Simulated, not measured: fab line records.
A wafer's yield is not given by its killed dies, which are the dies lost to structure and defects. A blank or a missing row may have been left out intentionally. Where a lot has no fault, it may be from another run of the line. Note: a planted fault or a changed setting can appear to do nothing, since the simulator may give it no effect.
A lot that was struck, set against a sound lot	flow n5_finfet	37 out of 1938 route steps
Sound: the wafers L813.2, L813.4, L813.6. Struck: wafers L803.2, L803.4 (left out: L803.5, a lot-mate that was not struck); the cause follows at the end.
At each step with rows: each side's tool, then ch and its chambers, then its first start. Under that, the readings that differ: sound wafers	struck wafers	difference of the means	sigmas: that difference in standard deviations of wafers without a fault.
alike: readings whose means differ by less than 2 such deviations, and words and numbers that are the same on both sides. not compared: withheld readings, readings that some wafer has no value for, bounds like >300 that may hide the same value, and numbers for which the record gives no deviation and whose values overlap.
Wherever a step has rows on one side only, a row that says differs or no value, or a row with sigmas, the two part there. Numbers that don't overlap but have no deviation are shown without sigmas and don't part them. A reading that every wafer of one side lacks parts them only if that side has two wafers or more.

first, 9 steps without rows for these wafers: N5_BEOL_M4_ANNEAL_95 (time 240 s); N5_BEOL_M4_SPUTTER_96 (material Cu, target thk 4.5 nm, time 8.29 s); N5_BEOL_M4_ECD_50 (material Cu, target thk 300 nm); N5_BEOL_M4_ANNEAL_51 (time 90 s); N5_BEOL_M4_CMP_52 (polishes, stops on SiOC, t overpolish 6.8 s, target thk 40 nm); N5_BEOL_M4_PRE_CLEAN_60 (time 15 s); N5_BEOL_M4_CO_CAP_55 (material Co, precursor CCTBA/H2, target thk 2 nm, time 102.1 s); N5_BEOL_M4_PRE_CLEAN_56 (time 15 s); N5_BEOL_M4_DEP_57 (deposits SiCN from 3MS/NH3, target thk 8 nm, time 14 s).
N5_BEOL_M4_RC_MEAS_101:
  sound on prober-02 ch 0, day 12 02:04; struck on prober-02 ch 0, day 9 00:07
  alike: DIBL_N, DIBL_P, IOFF_N, IOFF_P, ION_N, ION_P, SS_N, SS_P, VT_N, VT_P
then, 24 steps without rows for these wafers: N5_BEOL_M5_ILD_DEP_00 (deposits SiCOH lowk from DEMS/porogen, target thk 140.64 nm, time 25.9 s); N5_BEOL_M5_CURE_79 (cures SiCOH lowk, time 240 s); N5_BEOL_M5_PECVD_70 (deposits SiO2 from TEOS/O2, target thk 16 nm, time 18 s); N5_BEOL_M5_HM_DEP_02 (deposits TiN, target thk 20 nm); N5_BEOL_M5_COAT_59 (time 60 s, resist thk 60 nm); N5_BEOL_M5_COAT_60 (time 60 s, resist thk 12 nm); N5_BEOL_M5_COAT_71 (time 60 s, resist thk 5 nm); N5_BEOL_M5_COAT_05 (resist thk 30 nm); N5_BEOL_M5_EBR_07; N5_BEOL_M5_SOFTBAKE_06 (time 60 s); N5_BEOL_M5_EXPOSE_08 (exposes mask M5, target cd 28 nm); N5_BEOL_M5_PEB_09 (peb time 60 s); N5_BEOL_M5_DEVELOP_10 (develop time 30 s); N5_BEOL_M5_DESCUM_16 (chemistry O2, time 7 s); N5_BEOL_M5_ETCH_72 (etches underlayer in N2/H2, target depth 6.5 nm, time 5.2 s); N5_BEOL_M5_ETCH_61 (etches SiARC in CF4, target depth 15.6 nm, time 26 s); N5_BEOL_M5_ETCH_62 (etches SOC in N2/H2, target depth 75 nm, overetch 15 nm, time 112.5 s); N5_BEOL_M5_STRIP_63 (strips in N2/H2); N5_BEOL_M5_STRIP_73 (strips in N2/H2); N5_BEOL_M5_STRIP_64 (strips in CF4); N5_BEOL_M5_HM_OPEN_17 (chemistry Cl2/BCl3, target TiN, target depth 20 nm, overetch 6 nm); N5_BEOL_M5_STRIP_19 (strips in O2); N5_BEOL_M5_COAT_65 (time 60 s, resist thk 60 nm); N5_BEOL_M5_COAT_66 (time 60 s, resist thk 12 nm).
-- a jump in the record: the struck wafers' starts before and after are 3 days apart (it breaks off in module BEOL_M5 and resumes in module BEOL_M12, where the first step shown is number 1608 of the route) --
N5_BEOL_M12_EXPOSE_07: exposes mask V11.
  sound on krf_scanner-01 ch 0, day 14 14:55; struck on krf_scanner-02 ch 0, day 11 13:29
  alike: mask
N5_BEOL_M12_CD_MEAS_10: target cd 140 nm.
  sound on cd_sem-02 ch 0, day 14 15:04; struck on cd_sem-02 ch 0, day 11 13:38
reading	sound	struck	difference	sigmas
cd_nm (nm)	138.4 141.4 141.2	102.9 103.5	-37.1	-15
N5_PASSIVATION_PROBE_49:
  sound: prober-01 at day 16 02:56; struck: prober-01 at day 13 03:21
reading	sound	struck	difference	sigmas
defect_limited_yield (%)	84.7 90.8 85.8	0.3 0.1	-86.9	-51
killed_at_M4_up	18 7 12	1077 1096	+1074	+99 or more
killed_dies	180 108 167	1177 1179	+1026	+51
killed_on_rim	28 14 23	152 152	+130	+33
killed_open	116 66 102	62 64	-32	-2
sort_bin_5_function (%)	9.1 5.0 7.9	96.1 96.1	+88.8	+81
sort_bin_6_memory (%)	5.8 3.9 5.8	3.3 3.6	-1.7	-2
sort_n_pass	1000 1072 1013	3 1	-1026	-49
sort_yield_pct (%)	84.7 90.8 85.8	0.3 0.1	-86.9	-51
  alike: killed_at_M0_to_M3, killed_at_contacts, killed_at_front_end, killed_at_other, killed_short, sort_bin_8_speed

== WHERE THEY PART ==
Last at N5_PASSIVATION_PROBE_49 as far as this record goes, first at N5_BEOL_M12_CD_MEAS_10.

WHY: the cause the simulator had injected
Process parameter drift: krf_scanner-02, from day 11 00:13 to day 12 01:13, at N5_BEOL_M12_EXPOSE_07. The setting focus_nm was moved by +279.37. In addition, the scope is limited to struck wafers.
